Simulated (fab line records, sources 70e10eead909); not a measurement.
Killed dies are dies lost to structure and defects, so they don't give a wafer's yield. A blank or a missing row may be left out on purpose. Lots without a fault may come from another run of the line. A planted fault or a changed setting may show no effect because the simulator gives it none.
Which tool did it? | flow nand_harc | 13 lots, 39 wafers sampled, at 5 steps of a route of 1302

WHAT THE GAUGES READ, wafer by wafer
NHARC_THIN_TSV_CD_MEAS_33: target cd 5000 nm.
lot  | measured     | on        | cd_nm (nm)
L365 | day 23 05:39 | cd_sem-03 | 4997.8 5000.5 4998.3
L368 | day 24 14:34 | cd_sem-01 | 4995.5 4999.3 4997.9
L370 | day 25 11:08 | cd_sem-03 | 4998.1 4999.5 5000.5
L371 | day 26 06:58 | cd_sem-03 | 5002.2 4999.7 4999.1
L373 | day 27 03:20 | cd_sem-02 | 5000.3 5000.1 4998.5
L372 | day 27 04:37 | cd_sem-02 | 4998.0 4999.3 5001.7
L374 | day 27 18:03 | cd_sem-02 | 5001.4 4996.8 5001.3
L377 | day 28 06:17 | cd_sem-02 | 4999.7 4999.7 4995.8
L379 | day 29 11:08 | cd_sem-01 | 4999.3 5000.2 4997.4
L378 | day 29 18:22 | cd_sem-03 | 5001.4 4999.7 4997.0
L382 | day 30 03:04 | cd_sem-02 | 5000.0 4996.4 4998.2
L384 | day 31 13:46 | cd_sem-01 | 4997.6 5000.4
L388 | day 33 15:23 | cd_sem-02 | 4999.7 5000.3 4998.0

NHARC_END_SORT_01.
lot  | measured     | on        | killed_at_array | killed_at_other | killed_at_periphery | killed_dies | killed_open | killed_short
L365 | day 23 15:38 | prober-02 | 41 36 59        | 0 0 0           | 4 1 1               | 45 37 60    | 7 1 3       | 3 1 5
L370 | day 25 21:07 | prober-02 | 44 29 45        | 1 1 2           | 2 7 3               | 47 37 50    | 1 3 5       | 2 2 5
L372 | day 27 12:20 | prober-01 | 70 71 77        | 0 0 0           | 3 6 1               | 73 77 78    | 3 1 1       | 3 5 4
L374 | day 28 03:56 | prober-01 | 52 56 61        | 0 0 0           | 4 3 4               | 56 59 65    | 3 2 1       | 4 1 2
L377 | day 28 15:17 | prober-01 | 90 84 89        | 2 1 2           | 8 9 4               | 100 94 95   | 4 2 1       | 3 0 3
L384 | day 31 22:53 | prober-01 | 60 41 677       | 0 0 0           | 4 1 0               | 64 42 677   | 4 1 1       | 3 2 3

WHICH TOOL RAN EACH LOT (tool, then ch and the chambers of the sampled wafers, then the start)
lot  | NHARC_A_BLC_PVD_32           | NHARC_THIN_TSV_DEP_47           | NHARC_THIN_TSV_ETCH_59
L365 | pvd_sputter-03, day 21 21:52 | pecvd-01 ch 0,1,2, day 23 01:41 | rie_metal-02 ch 0,1, day 23 05:56
L368 | pvd_sputter-01, day 23 03:46 | pecvd-02 ch 1,2, day 24 10:28   | rie_metal-02 ch 0,1, day 24 14:52
L370 | pvd_sputter-02, day 24 02:49 | pecvd-02 ch 0,1, day 25 07:13   | rie_metal-01 ch 0,1, day 25 11:28
L371 | pvd_sputter-02, day 24 22:41 | pecvd-02 ch 0,1, day 26 03:07   | rie_metal-02 ch 0,1, day 26 07:17
L373 | pvd_sputter-01, day 25 16:43 | pecvd-02 ch 1,2, day 26 23:19   | rie_metal-03 ch 0,1, day 27 03:38
L372 | pvd_sputter-02, day 25 16:58 | pecvd-02 ch 1,2, day 27 00:39   | rie_metal-02 ch 0,1, day 27 04:54
L374 | pvd_sputter-01, day 26 04:59 | pecvd-02 ch 0,1,2, day 27 14:07 | rie_metal-01 ch 0,1, day 27 18:20
L377 | pvd_sputter-01, day 26 21:13 | pecvd-04 ch 0,1, day 28 02:14   | rie_metal-03 ch 0, day 28 06:36
L379 | pvd_sputter-02, day 28 04:25 | pecvd-02 ch 0,1, day 29 07:17   | rie_metal-02 ch 1, day 29 11:25
L378 | pvd_sputter-02, day 28 10:08 | pecvd-04 ch 0,1,2, day 29 14:21 | rie_metal-01 ch 0,1, day 29 18:43
L382 | pvd_sputter-03, day 28 18:14 | pecvd-01 ch 0,2, day 29 23:07   | rie_metal-01 ch 0, day 30 03:25
L384 | pvd_sputter-02, day 30 05:47 | pecvd-04 ch 1,2, day 31 09:41   | rie_metal-02 ch 0,1, day 31 14:03
L388 | pvd_sputter-01, day 32 07:04 | pecvd-04 ch 0,1, day 33 11:21   | rie_metal-01 ch 0,1, day 33 15:46
- NHARC_A_BLC_PVD_32: deposits Ti, target thk 5 nm, time 17.7 s.
- NHARC_THIN_TSV_DEP_47: deposits SiO2, target thk 200 nm.
- NHARC_THIN_TSV_ETCH_59: etches the open film in Cl2/BCl3, target depth 880 nm, time 138.1 s.

WHAT THE TOOLS THEMSELVES READ (means of the sampled wafers that have a number; where no wafer has one, the mark that the record gives instead)
NHARC_A_BLC_PVD_32.
lot  | tool           | throttle_valve_pct (%)
L365 | pvd_sputter-03 | 29.3
L368 | pvd_sputter-01 | 30.1
L370 | pvd_sputter-02 | 29.7
L371 | pvd_sputter-02 | 30.6
L373 | pvd_sputter-01 | 30.3
L372 | pvd_sputter-02 | 29.9
L374 | pvd_sputter-01 | 29.9
L377 | pvd_sputter-01 | 30.0
L379 | pvd_sputter-02 | 29.7
L378 | pvd_sputter-02 | 29.9
L382 | pvd_sputter-03 | 29.7
L384 | pvd_sputter-02 | 29.6
L388 | pvd_sputter-01 | 30.3

NHARC_THIN_TSV_DEP_47.
lot  | tool     | flow_sccm (sccm) | throttle_valve_pct (%)
L365 | pecvd-01 | 2651             | 15.6
L368 | pecvd-02 | 2651             | 15.8
L370 | pecvd-02 | 2654             | 15.9
L371 | pecvd-02 | 2651             | 15.7
L373 | pecvd-02 | 2658             | 15.7
L372 | pecvd-02 | 2651             | 15.7
L374 | pecvd-02 | 2649             | 15.8
L377 | pecvd-04 | 2647             | 15.3
L379 | pecvd-02 | 2653             | 16.0
L378 | pecvd-04 | 2647             | 16.0
L382 | pecvd-01 | 2646             | 15.7
L384 | pecvd-04 | 2652             | 16.2
L388 | pecvd-04 | 2649             | 15.8

NHARC_THIN_TSV_ETCH_59.
lot  | tool         | drypump_motor_current_A (A) | oes_product_au (a.u.) | throttle_valve_pct (%)
L365 | rie_metal-02 | 6.0                         | 1.002                 | 22.265
L368 | rie_metal-02 | 5.7                         | 0.999                 | 22.260
L370 | rie_metal-01 | 5.0                         | 1.005                 | 22.261
L371 | rie_metal-02 | 5.9                         | 0.993                 | 22.265
L373 | rie_metal-03 | 5.7                         | 1.003                 | 22.274
L372 | rie_metal-02 | 5.7                         | 0.990                 | 22.263
L374 | rie_metal-01 | 4.8                         | 1.003                 | 22.261
L377 | rie_metal-03 | 5.3                         | 0.999                 | 22.263
L379 | rie_metal-02 | 5.4                         | 1.000                 | 22.263
L378 | rie_metal-01 | 4.8                         | 0.991                 | 22.268
L382 | rie_metal-01 | 5.1                         | 1.004                 | 22.259
L384 | rie_metal-02 | 5.8                         | 0.990                 | 22.261
L388 | rie_metal-01 | 4.8                         | 1.001                 | 22.261

THE ANSWER, worked out from the rows above alone
Rule: what is usual is taken from the lots themselves. Put in order of their means at a reading, lots are off if they are a third of the lots or fewer, leave a main group of 4 or more, and stand apart from it by a gap of 3 or more times the standard deviation of the main group's means; of several such gaps the widest counts. A main group whose means are all the same, to the digits that the tables above print for the reading, isn't used. A lot without any number at a reading at which 4 lots or more have one is off too. The other lots that the step has rows for count as sound. The gauges are gone through in route order, then the tools' own readings, and for those a lot's mean is taken as printed above. The first step at which some lot is off is used, and at that step the reading that is off furthest; a lot without a number counts as furthest.
Off: L384, at NHARC_END_SORT_01 (killed_at_array). The main group: mean 60, standard deviation 18. Neither off nor sound, because the step has no rows for them: L368, L371, L373, L379, L378, L382, L388.
A tool fits if, at a process step before that reading, it ran every lot that is off, and no sound lot after the first of them. The gauges at NHARC_END_SORT_01 are tried like those tools. Can't be told from this: 4 tools fit, pvd_sputter-02 at NHARC_A_BLC_PVD_32, pecvd-04 at NHARC_THIN_TSV_DEP_47, rie_metal-02 at NHARC_THIN_TSV_ETCH_59, prober-01 at NHARC_END_SORT_01.

WHAT THE SIMULATOR HAD PUT IN
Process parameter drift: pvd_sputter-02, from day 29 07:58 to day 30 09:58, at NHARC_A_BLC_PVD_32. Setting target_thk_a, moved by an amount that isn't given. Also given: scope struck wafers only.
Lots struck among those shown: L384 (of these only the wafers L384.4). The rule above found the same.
